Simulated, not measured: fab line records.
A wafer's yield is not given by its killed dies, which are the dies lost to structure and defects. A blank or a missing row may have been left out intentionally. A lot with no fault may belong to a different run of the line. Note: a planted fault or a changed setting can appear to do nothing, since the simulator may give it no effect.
What tool caused it? / flow n5 finfet / 26 wafers from 9 lots sampled at 6 of the route's 1938 steps

== WHAT THE GAUGES SHOWED, per wafer ==
N5_BEOL_M4_RC_MEAS_101.
lot=L933; measured=day 9 19:52; on=prober-01; DIBL_N (mV/V)=37.4 34.0 35.3
lot=L936; measured=day 11 03:57; on=prober-01; DIBL_N (mV/V)=35.2 35.8 37.1
lot=L938; measured=day 10 09:16; on=prober-01; DIBL_N (mV/V)=38.3 38.0 38.2
lot=L939; measured=day 11 11:47; on=prober-02; DIBL_N (mV/V)=37.8 37.7 35.8
lot=L947; measured=day 13 02:37; on=prober-01; DIBL_N (mV/V)=37.3 35.2
lot=L946; measured=day 13 05:35; on=prober-01; DIBL_N (mV/V)=36.0 34.9 36.2
lot=L949; measured=day 13 16:05; on=prober-02; DIBL_N (mV/V)=39.1 38.5 39.0
lot=L950; measured=day 13 23:15; on=prober-02; DIBL_N (mV/V)=35.5 38.6 36.9
lot=L951; measured=day 14 19:29; on=prober-01; DIBL_N (mV/V)=36.1 37.3 33.1

== EACH LOT AND THE TOOL THAT RAN IT (in order: tool; ch and the chambers of the sampled wafers; start) ==
lot=L933; N5_BEOL_M1_PECVD_72=pecvd-04 ch 0,2, day 7 06:11; N5_BEOL_M1_SPUTTER_81=pvd sputter-01, day 7 12:08; N5_BEOL_M1_SPUTTER_88=pvd sputter-01, day 7 13:01; N5_BEOL_M1_CMP_52=cmp-02 ch 0,1, day 7 18:11; N5_BEOL_M1_CO_CAP_55=cvd co-02 ch 0,2, day 7 18:31
lot=L936; N5_BEOL_M1_PECVD_72=pecvd-04 ch 0,1,2, day 7 23:05; N5_BEOL_M1_SPUTTER_81=pvd sputter-02, day 8 10:47; N5_BEOL_M1_SPUTTER_88=pvd sputter-02, day 8 11:14; N5_BEOL_M1_CMP_52=cmp-02 ch 1,2,3, day 8 12:44; N5_BEOL_M1_CO_CAP_55=cvd co-01 ch 0,2, day 8 13:07
lot=L938; N5_BEOL_M1_PECVD_72=pecvd-04 ch 0,2, day 8 08:58; N5_BEOL_M1_SPUTTER_81=pvd sputter-01, day 8 18:32; N5_BEOL_M1_SPUTTER_88=pvd sputter-01, day 8 18:59; N5_BEOL_M1_CMP_52=cmp-01 ch 2,3, day 8 20:21; N5_BEOL_M1_CO_CAP_55=cvd co-01 ch 0,2, day 8 20:44
lot=L939; N5_BEOL_M1_PECVD_72=pecvd-04 ch 0,2, day 8 18:46; N5_BEOL_M1_SPUTTER_81=pvd sputter-01, day 9 10:27; N5_BEOL_M1_SPUTTER_88=pvd sputter-01, day 9 10:53; N5_BEOL_M1_CMP_52=cmp-01 ch 0,2, day 9 12:16; N5_BEOL_M1_CO_CAP_55=cvd co-01 ch 0,1,2, day 9 12:38
lot=L947; N5_BEOL_M1_PECVD_72=pecvd-04 ch 0, day 10 16:28; N5_BEOL_M1_SPUTTER_81=pvd sputter-02, day 11 01:10; N5_BEOL_M1_SPUTTER_88=pvd sputter-02, day 11 01:37; N5_BEOL_M1_CMP_52=cmp-01 ch 1,3, day 11 02:59; N5_BEOL_M1_CO_CAP_55=cvd co-02 ch 1, day 11 03:21
lot=L946; N5_BEOL_M1_PECVD_72=pecvd-04 ch 0,1,2, day 10 16:56; N5_BEOL_M1_SPUTTER_81=pvd sputter-02, day 11 04:12; N5_BEOL_M1_SPUTTER_88=pvd sputter-02, day 11 04:38; N5_BEOL_M1_CMP_52=cmp-02 ch 0,2,3, day 11 06:16; N5_BEOL_M1_CO_CAP_55=cvd co-01 ch 0,1,2, day 11 06:38
lot=L949; N5_BEOL_M1_PECVD_72=pecvd-03 ch 0,1, day 10 22:53; N5_BEOL_M1_SPUTTER_81=pvd sputter-02, day 11 09:02; N5_BEOL_M1_SPUTTER_88=pvd sputter-02, day 11 09:29; N5_BEOL_M1_CMP_52=cmp-04 ch 0,1,3, day 11 10:58; N5_BEOL_M1_CO_CAP_55=cvd co-01 ch 0,2, day 11 11:14
lot=L950; N5_BEOL_M1_PECVD_72=pecvd-02 ch 0,1,2, day 11 02:14; N5_BEOL_M1_SPUTTER_81=pvd sputter-01, day 11 07:37; N5_BEOL_M1_SPUTTER_88=pvd sputter-01, day 11 08:03; N5_BEOL_M1_CMP_52=cmp-01 ch 0,1,3, day 11 10:39; N5_BEOL_M1_CO_CAP_55=cvd co-02 ch 1,2, day 11 10:55
lot=L951; N5_BEOL_M1_PECVD_72=pecvd-02 ch 0,1,2, day 11 09:34; N5_BEOL_M1_SPUTTER_81=pvd sputter-03, day 11 17:22; N5_BEOL_M1_SPUTTER_88=pvd sputter-03, day 11 17:48; N5_BEOL_M1_CMP_52=cmp-02 ch 0,1,2, day 11 19:10; N5_BEOL_M1_CO_CAP_55=cvd co-01 ch 0,2, day 11 19:33
- N5_BEOL_M1_PECVD_72: deposits SiO2 from TEOS/O2, target thk 16 nm, time 18 s.
- N5_BEOL_M1_SPUTTER_81: material Cu, target thk 4.5 nm, time 8.29 s.
- N5_BEOL_M1_SPUTTER_88: material Cu, target thk 4.5 nm, time 8.29 s.
- N5_BEOL_M1_CMP_52: polishes, stops on SiOC, t overpolish 6.8 s, target thk 40 nm.
- N5_BEOL_M1_CO_CAP_55: material Co, precursor CCTBA/H2, target thk 2 nm, time 102.1 s.

== THE ANSWER, worked out from the rows above alone ==
Rule: what is usual is taken from the lots themselves. The widest of any qualifying gaps counts: lots, ordered by their means at a reading, are off when they make up no more than a third of the lots, leave a main group of 4 or more, and stand apart from it by 3 or more times the standard deviation of that group's means. A main group is skipped when, at the precision printed for the reading in the tables above, its means are all equal. Also off: a lot with no number at a reading for which 4 or more lots have one. Any other lot the step has rows for is counted as sound.
No lot is off on any of the readings shown, so nothing can be concluded from this.

== WHAT THE SIMULATOR HAD PUT IN ==
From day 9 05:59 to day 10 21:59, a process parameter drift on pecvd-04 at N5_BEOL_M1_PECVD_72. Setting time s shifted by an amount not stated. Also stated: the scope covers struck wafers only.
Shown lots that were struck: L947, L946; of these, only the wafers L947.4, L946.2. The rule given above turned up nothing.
